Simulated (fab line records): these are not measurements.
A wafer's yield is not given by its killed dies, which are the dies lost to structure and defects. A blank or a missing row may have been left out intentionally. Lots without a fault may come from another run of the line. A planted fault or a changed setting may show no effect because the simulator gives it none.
A struck lot beside a sound one / flow n5 finfet / 23 steps out of a route of 1938
Sound: these wafers, L710.2, L710.3, L710.6. Wafers L702.1, L702.3, L702.6 were the ones struck. At the end, the cause is stated.
For every step that has rows: the tool of each side, followed by ch and its chambers, followed by its first start. Under that, the readings that differ: sound wafers / struck wafers / difference of the means / sigmas: that difference in standard deviations of wafers without a fault.
alike: readings whose means differ by less than 2 such deviations, and words and numbers that are the same on both sides. not compared: withheld readings, readings that some wafer has no value for, bounds like >300 that may hide the same value, and numbers for which the record gives no deviation and whose values overlap.
A row with sigmas, a row that says differs or no value, or rows on one side alone: a step with any of these is where the two part. Numbers that don't overlap but have no deviation are shown without sigmas and don't part them. A reading that every wafer of one side lacks parts them only if that side has two wafers or more.

first, 4 steps without rows for these wafers: N5_BEOL_M0_SAQP_DESCUM_19 (chemistry O2, time 7.9 s); N5_BEOL_M0_SAQP_ETCH_83 (etches SiARC in CF4, target depth 39 nm, time 65 s); N5_BEOL_M0_SAQP_ETCH_84 (etches SOC in N2/H2, target depth 100 nm, overetch 20 nm, time 150 s); N5_BEOL_M0_SAQP_STRIP_80 (strips in N2/H2).
N5_BEOL_M0_SAQP_HM_OPEN_112: chemistry CHF3/O2, target SiO2, stops on a-Si, target depth 12 nm, time 13.5 s.
  sound on rie diel-04 ch 1,2, day 9 13:48; struck on rie diel-02 ch 0,2,3, day 7 14:28
  alike: drypump motor current A, oes product au, rf vpp V, showerhead plenum p Torr, throttle valve pct
  not compared: rf hours counter h
then, 1 step without rows for these wafers: N5_BEOL_M0_SAQP_STRIP_113 (strips in CHF3/O2).
N5_BEOL_M0_SAQP_MANDREL_ETCH_20: etches a-Si in HBr/Cl2, stops on SiNx, target depth 60 nm, bt time 10 s, time 30 s.
  sound on rie si-04 ch 1,2,3, day 9 13:53; struck on rie si-04 ch 0,2, day 7 14:33
  alike: drypump motor current A, oes product au, throttle valve pct
  not compared: rf hours counter h
N5_BEOL_M0_SAQP_STRIP_86: strips in N2/H2.
  sound on rie diel-05 ch 1,2,3, day 9 13:59; struck on rie diel-04 ch 0,1, day 7 14:40
  alike: bias power w, drypump motor current A, oes product au, rf vpp V, showerhead plenum p Torr, throttle valve pct
  not compared: rf hours counter h
then, 2 steps without rows for these wafers: N5_BEOL_M0_SAQP_STRIP_115 (strips in post etch residue remover, time 60 s); N5_BEOL_M0_SAQP_SRD_93 (time 30 s).
N5_BEOL_M0_SAQP_RECESS_114: chemistry HF/NH3, target SiO2, target depth 14.4 nm, afs cycles 3, sublimation time 60 s.
  sound on vapor etch-01 ch 0, day 9 14:07; struck on vapor etch-02 ch 0,1, day 7 14:48
  alike: drypump motor current A
then, 1 step without rows for these wafers: N5_BEOL_M0_SAQP_SPACER1_ALD_98 (deposits SiO2, target thk 12.8 nm, pulse time 1 s, purge time 2 s).
N5_BEOL_M0_SAQP_SPACER1_ETCHBACK_99: etches SiO2 in CHF3/O2, target depth 15.4 nm, time 7.7 s.
  sound on rie diel-02 ch 1,3, day 9 15:20; struck on rie diel-05 ch 1,2,3, day 7 15:40
  no value came back on the struck wafers for any of 7 readings (CHF3_flow_sccm (sccm), O2_flow_sccm (sccm) and others); on the sound wafers CHF3_flow_sccm (sccm) reads 50.23 50.19 50.10
  not compared: rf hours counter h
N5_BEOL_M0_SAQP_MANDREL1_REMOVE_100: chemistry HBr/Cl2/O2, target a-Si, stops on SiNx, bt time 10 s.
  sound on rie si-03 ch 1,2,3, day 9 15:27; struck on rie si-03 ch 0,3, day 7 15:46
reading=oes product au (a.u.); sound=0.971 0.980 1.000; struck=0.373 0.370 0.374; difference=-0.611; sigmas=-41
  alike: drypump motor current A, throttle valve pct
  not compared: rf hours counter h
N5_BEOL_M0_SAQP_CD_MEAS_25: target cd 13.1 nm.
  sound on cd sem-01 ch 0, day 9 15:34; struck on cd sem-01 ch 0, day 7 15:52
reading=cd nm (nm); sound=13.07 12.37 13.06; struck=- - -; difference=no value on the struck wafers; sigmas=
N5_BEOL_M0_SAQP_ETCH_101: etches SiNx in CH3F/O2, target depth 29.9 nm, time 42.7 s.
  sound on rie diel-02 ch 1,3, day 9 16:06; struck on rie diel-05 ch 0,1,3, day 7 15:55
reading=oes product au (a.u.); sound=0.73 0.93 0.73; struck=0.26 0.26 0.28; difference=-0.53; sigmas=-8
  alike: drypump motor current A, rf vpp V, showerhead plenum p Torr, throttle valve pct
  not compared: rf hours counter h
N5_BEOL_M0_SAQP_ETCH_102: etches SiO2 in CF4, target depth 4 nm, time 4.4 s.
  sound on rie si-06 ch 0,3, day 9 16:15; struck on rie si-04 ch 0,1,2, day 7 16:02
  alike: cf4 flow sccm, drypump motor current A, oes product au, throttle valve pct
  not compared: rf hours counter h
N5_BEOL_M0_SAQP_MANDREL_ETCH_103: etches a-Si in HBr/Cl2, stops on SiCN, target depth 45 nm, bt time 10 s, time 27 s.
  sound on rie si-06 ch 0,3, day 9 16:17; struck on rie si-04 ch 0,1,2, day 7 16:04
reading=oes product au (a.u.); sound=0.655 0.675 0.681; struck=0.278 0.286 0.284; difference=-0.388; sigmas=-35
reading=throttle valve pct (%); sound=35.08 35.71 35.70; struck=36.41 36.47 36.21; difference=+0.87; sigmas=+4
  alike: drypump motor current A
  not compared: rf hours counter h
then, 2 steps without rows for these wafers: N5_BEOL_M0_SAQP_RECESS_104 (chemistry HF/NH3, target SiO2, target depth 18 nm, afs cycles 3, sublimation time 60 s); N5_BEOL_M0_SAQP_COAT_105 (time 60 s, resist thk 100 nm).
N5_BEOL_M0_SAQP_ETCH_106: etches SOC in N2/H2, stops on SiNx, target depth 150 nm.
  sound on rie diel-04 ch 1,3, day 9 17:02; struck on rie diel-04 ch 1,2,3, day 7 16:35
reading=oes product au (a.u.); sound=0.68 0.75 0.75; struck=0.29 0.26 0.29; difference=-0.45; sigmas=-6
  alike: drypump motor current A, rf vpp V, showerhead plenum p Torr, throttle valve pct
  not compared: rf hours counter h
then, 1 step without rows for these wafers: N5_BEOL_M0_SAQP_ETCH_107 (etches SiNx in CH3F/O2, target depth 30 nm).
N5_BEOL_M4_RC_MEAS_101:
  the record has rows for the sound wafers here (prober-02 ch 0, day 12 10:10) and none for the struck ones

## WHERE THEY PART
Last at N5_BEOL_M4_RC_MEAS_101 as far as this record goes, first at N5_BEOL_M0_SAQP_SPACER1_ETCHBACK_99.

WHY: what had been put in by the simulator
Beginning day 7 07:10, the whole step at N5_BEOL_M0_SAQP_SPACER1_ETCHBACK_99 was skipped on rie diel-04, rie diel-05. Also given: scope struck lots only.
